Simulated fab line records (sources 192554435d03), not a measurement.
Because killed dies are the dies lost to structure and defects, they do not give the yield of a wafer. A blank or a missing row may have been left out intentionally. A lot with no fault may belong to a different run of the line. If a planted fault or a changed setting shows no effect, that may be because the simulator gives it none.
Split-lot study + flow n5-finfet + 7 lots, 39 wafers read, on a route of 1938 steps

== ABOUT THE SPLIT ==
At N5_SD_EPI_P_ETCH_37 (etches SOC in N2/H2, overetch 108 nm, time 486 s), the setting source-w was moved away from the recipe's 3000 W on 12 of the 39 wafers read, by +5.2% to +17.0%. The other wafers ran this setting at the recipe's value.

Reading taken at the split's own step.

== THE READING ==
rf-vpp-V, in V, at N5_SD_EPI_P_ETCH_37 (etches SOC in N2/H2, overetch 108 nm, time 486 s). Fault-free wafers of this fab line usually give 241.2 V, standard deviation 1.3 V.

| wafer  | tool, chamber at the split | source-w as run, W | against the recipe | rf-vpp-V, V | against lot-mates on the recipe |
|--------|----------------------------|--------------------|--------------------|-------------|---------------------------------|
| L075.1 | rie-diel-02, 0             | 3000               | recipe             | 243.3       | -                               |
| L075.2 | rie-diel-02, 2             | 3000               | recipe             | 240.4       | -                               |
| L075.3 | rie-diel-02, 1             | 3000               | recipe             | 241.5       | -                               |
| L075.4 | rie-diel-02, 1             | 3000               | recipe             | 241.9       | -                               |
| L075.5 | rie-diel-02, 2             | 3000               | recipe             | 240.6       | -                               |
| L075.6 | rie-diel-02, 0             | 3000               | recipe             | 241.4       | -                               |
| L076.1 | rie-diel-01, 2             | 3000               | recipe             | 239.5       | -                               |
| L076.2 | rie-diel-01, 1             | 3000               | recipe             | 240.8       | -                               |
| L076.3 | rie-diel-01, 0             | 3157               | +5.2%              | 236.2       | -4.2                            |
| L076.4 | rie-diel-01, 3             | 3000               | recipe             | 240.9       | -                               |
| L076.5 | rie-diel-01, 1             | 3157               | +5.2%              | 236.8       | -3.6                            |
| L076.6 | rie-diel-01, 0             | 3157               | +5.2%              | 237.9       | -2.5                            |
| L082.1 | rie-diel-01, 1             | 3184               | +6.1%              | 236.0       | -4.4                            |
| L082.2 | rie-diel-01, 0             | 3000               | recipe             | 241.1       | -                               |
| L082.3 | rie-diel-01, 2             | 3184               | +6.1%              | 233.6       | -6.8                            |
| L082.4 | rie-diel-01, 3             | 3000               | recipe             | 242.1       | -                               |
| L082.5 | rie-diel-01, 2             | 3000               | recipe             | 238.1       | -                               |
| L082.6 | rie-diel-01, 3             | 3184               | +6.1%              | 235.9       | -4.5                            |
| L084.1 | rie-diel-02, 1             | 3509               | +17.0%             | 229.0       | -12.6                           |
| L084.2 | rie-diel-02, 2             | 3000               | recipe             | 240.5       | -                               |
| L084.3 | rie-diel-02, 0             | 3000               | recipe             | 241.7       | -                               |
| L084.4 | rie-diel-02, 3             | 3000               | recipe             | 242.7       | -                               |
| L084.5 | rie-diel-02, 2             | 3509               | +17.0%             | 226.6       | -15.0                           |
| L084.6 | rie-diel-02, 3             | 3509               | +17.0%             | 229.5       | -12.1                           |
| L085.1 | rie-diel-02, 0             | 3309               | +10.3%             | 233.9       | -8.1                            |
| L085.2 | rie-diel-02, 1             | 3000               | recipe             | 240.4       | -                               |
| L085.3 | rie-diel-02, 3             | 3000               | recipe             | 243.7       | -                               |
| L085.4 | rie-diel-02, 2             | 3309               | +10.3%             | 232.4       | -9.6                            |
| L085.5 | rie-diel-02, 1             | 3000               | recipe             | 241.9       | -                               |
| L085.6 | rie-diel-02, 0             | 3309               | +10.3%             | 234.5       | -7.5                            |
| L091.1 | rie-diel-05, 1             | 3000               | recipe             | 240.9       | -                               |
| L091.2 | rie-diel-05, 3             | 3000               | recipe             | 241.0       | -                               |
| L091.4 | rie-diel-05, 2             | 3000               | recipe             | 238.8       | -                               |
| L093.1 | rie-diel-05, 1             | 3000               | recipe             | 239.5       | -                               |
| L093.2 | rie-diel-05, 0             | 3000               | recipe             | 242.0       | -                               |
| L093.3 | rie-diel-05, 2             | 3000               | recipe             | 239.6       | -                               |
| L093.4 | rie-diel-05, 3             | 3000               | recipe             | 240.9       | -                               |
| L093.5 | rie-diel-05, 0             | 3000               | recipe             | 242.2       | -                               |
| L093.6 | rie-diel-05, 1             | 3000               | recipe             | 241.0       | -                               |

THE FIT
A straight line over all 39 wafers: rf-vpp-V changes by -0.755 V for each +1% of source-w; r = -0.95; the points scatter about the line by 1.3 V.
The same after taking each lot's own level away (the mean of its wafers on the recipe; 39 wafers): -0.789 V for each +1%; r = -0.97; scatter 1.1 V.
The reading moves by 13 V for the largest change in source-w, on that fit.
From 240.23 to 242.00 V: that is the span of the lots' own levels, equal to 1.4 times the standard deviation above.
So the lot-to-lot level changes the slope little: the two slopes agree.
Check: with one of the wafers moved furthest among these (+17.0%) left out of the fit, the line predicts -13.6 V for it against its lot-mates. Against them it came out at -12.6 V.
Tool readings at the split's step, against how far the setting was moved: rf-vpp-V r = -0.95.

== THESE WAFERS: OTHER SPLITS ==
Note: prior to the reading, these wafers also went through further splits. Each is held against what the fit with the lots' levels taken away leaves over:
| other split on the same wafers  | wafers away from the commonest value | r with rf-vpp-V (lot level and that fit taken away) |
|---------------------------------|--------------------------------------|-----------------------------------------------------|
| N5_FIN_CUT_ETCH_21 time-s       | 18                                   | -0.09                                               |
| N5_DUMMY_GATE_EXPOSE_12 dose-mj | 15                                   | +0.11                                               |

== FILE'S OWN FIT ==
rf-vpp-V changes by -0.789 V for each +1% of source-w, r = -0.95.
